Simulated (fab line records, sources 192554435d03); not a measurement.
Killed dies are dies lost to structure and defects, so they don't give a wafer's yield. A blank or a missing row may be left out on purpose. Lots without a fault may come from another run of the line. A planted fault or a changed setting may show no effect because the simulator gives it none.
Split-lot experiment | flow n5_finfet | 7 lots, 21 wafers read, on a route of 1938 steps

THE SPLIT
At N5_BEOL_M15_PEB_26 (peb time 90 s), the setting peb_temp_c was moved away from the recipe's 130 C on 5 of the 21 wafers read, by -2.8% to +2.6%. The other wafers ran this setting at the recipe's value.

FROM THE SPLIT TO THE READING: what the file shows between them, 2 steps
- N5_BEOL_M15_DEVELOP_27: develop time 45 s
- N5_BEOL_M15_HARDBAKE_32: time 120 s

THE READING
cd_nm, in nm, at N5_BEOL_M15_CD_MEAS_28 (target cd 407.6 nm). Fault-free wafers of this fab line usually give 408.1 nm, standard deviation 1.9 nm.

wafer  | tool, chamber at the split | peb_temp_c as run, C | against the recipe | cd_nm, nm | against lot-mates on the recipe
L074.1 | litho_track-02, 0          | 127.1                | -2.2%              | 392.3     | -16.1
L074.3 | litho_track-02, 0          | 130                  | recipe             | 407.1     | -
L074.5 | litho_track-02, 0          | 130                  | recipe             | 409.7     | -
L078.2 | litho_track-05, 0          | 130                  | recipe             | 406.0     | -
L078.3 | litho_track-05, 0          | 130                  | recipe             | 410.4     | -
L078.6 | litho_track-05, 0          | 130                  | recipe             | 407.6     | -
L086.2 | litho_track-05, 0          | 130                  | recipe             | 408.0     | -
L086.4 | litho_track-05, 0          | 130                  | recipe             | 407.5     | -
L086.6 | litho_track-05, 0          | 130                  | recipe             | 409.3     | -
L088.3 | litho_track-05, 0          | 130                  | recipe             | 404.4     | -
L088.5 | litho_track-05, 0          | 130                  | recipe             | 404.0     | -
L088.6 | litho_track-05, 0          | 132.4                | +1.8%              | 416.8     | +12.6
L090.2 | litho_track-02, 0          | 130                  | recipe             | 407.6     | -
L090.4 | litho_track-02, 0          | 130                  | recipe             | 409.4     | -
L090.6 | litho_track-02, 0          | 130                  | recipe             | 407.2     | -
L091.2 | litho_track-02, 0          | 130                  | recipe             | 409.4     | -
L091.4 | litho_track-02, 0          | 133.4                | +2.6%              | 424.4     | +15.0
L091.6 | litho_track-02, 0          | 133.4                | +2.6%              | 423.2     | +13.8
L095.1 | litho_track-02, 0          | 130                  | recipe             | 405.5     | -
L095.3 | litho_track-02, 0          | 130                  | recipe             | 408.2     | -
L095.5 | litho_track-02, 0          | 126.4                | -2.8%              | 390.0     | -16.9

THE FIT
A straight line over all 21 wafers: cd_nm changes by +6.22 nm for each +1% of peb_temp_c; r = +0.97; the points scatter about the line by 1.8 nm.
The same after taking each lot's own level away (the mean of its wafers on the recipe; 21 wafers): +6.11 nm for each +1%; r = +0.98; scatter 1.3 nm.
On that fit, the largest move of peb_temp_c shifts the reading by 17 nm.
The lots' own levels span 404.20 to 409.40 nm, that is 2.7 times the standard deviation above.
So the lot-to-lot level changes the slope little: the two slopes agree.
Check: with one of the wafers moved furthest among these (-2.8%) left out of the fit, the line predicts -17.2 nm for it against its lot-mates. It came out at -16.9 nm against them.

OTHER SPLITS ON THESE WAFERS
These wafers also went through other splits before the reading. Each is held against what the fit with the lots' levels taken away leaves over:
other split on the same wafers | wafers away from the commonest value | r with cd_nm (lot level and that fit taken away)
N5_BEOL_M11_COAT_05 spin_rpm   | 5                                    | -0.09
N5_BEOL_M11_ETCH_41 time_s     | 4                                    | -0.19
N5_BEOL_M11_CURE_72 time_s     | 6                                    | -0.08
N5_BEOL_M13_ETCH_67 bias_w     | 6                                    | +0.23
N5_BEOL_M13_SPUTTER_43 time_s  | 8                                    | +0.31
N5_BEOL_M15_ILD_DEP_00 time_s  | 4                                    | -0.17

THE WHOLE CHAIN: every reading that the file lists as answering this split, in the file's order
step                       | what it does                                                            | reading                                                         | change (the file's fit)              | r (the file's)
N5_BEOL_M15_CD_MEAS_28     | target cd 407.6 nm                                                      | cd_nm                                                           | +6.26 nm for each +1% of the setting | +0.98
N5_BEOL_M15_DESCUM_33      | chemistry O2, time 7.9 s                                                | BEOL_M15.cd_nm (the simulator's own value, which no gauge read) | +6.22 nm for each +1% of the setting | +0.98
N5_BEOL_M15_ETCH_61        | etches BARC in N2/H2, target depth 89 nm, overetch 26.7 nm, time 67.9 s | BEOL_M15.cd_nm (the simulator's own value, which no gauge read) | +5.85 nm for each +1% of the setting | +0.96
N5_BEOL_M15_TRENCH_ETCH_34 | etches SiO2 in C4F8/O2/Ar, target depth 872.93 nm, time 199 s           | BEOL_M15.cd_nm (the simulator's own value, which no gauge read) | +5.49 nm for each +1% of the setting | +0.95

THE FILE'S OWN FIT
cd_nm changes by +6.26 nm for each +1% of peb_temp_c, r = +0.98.
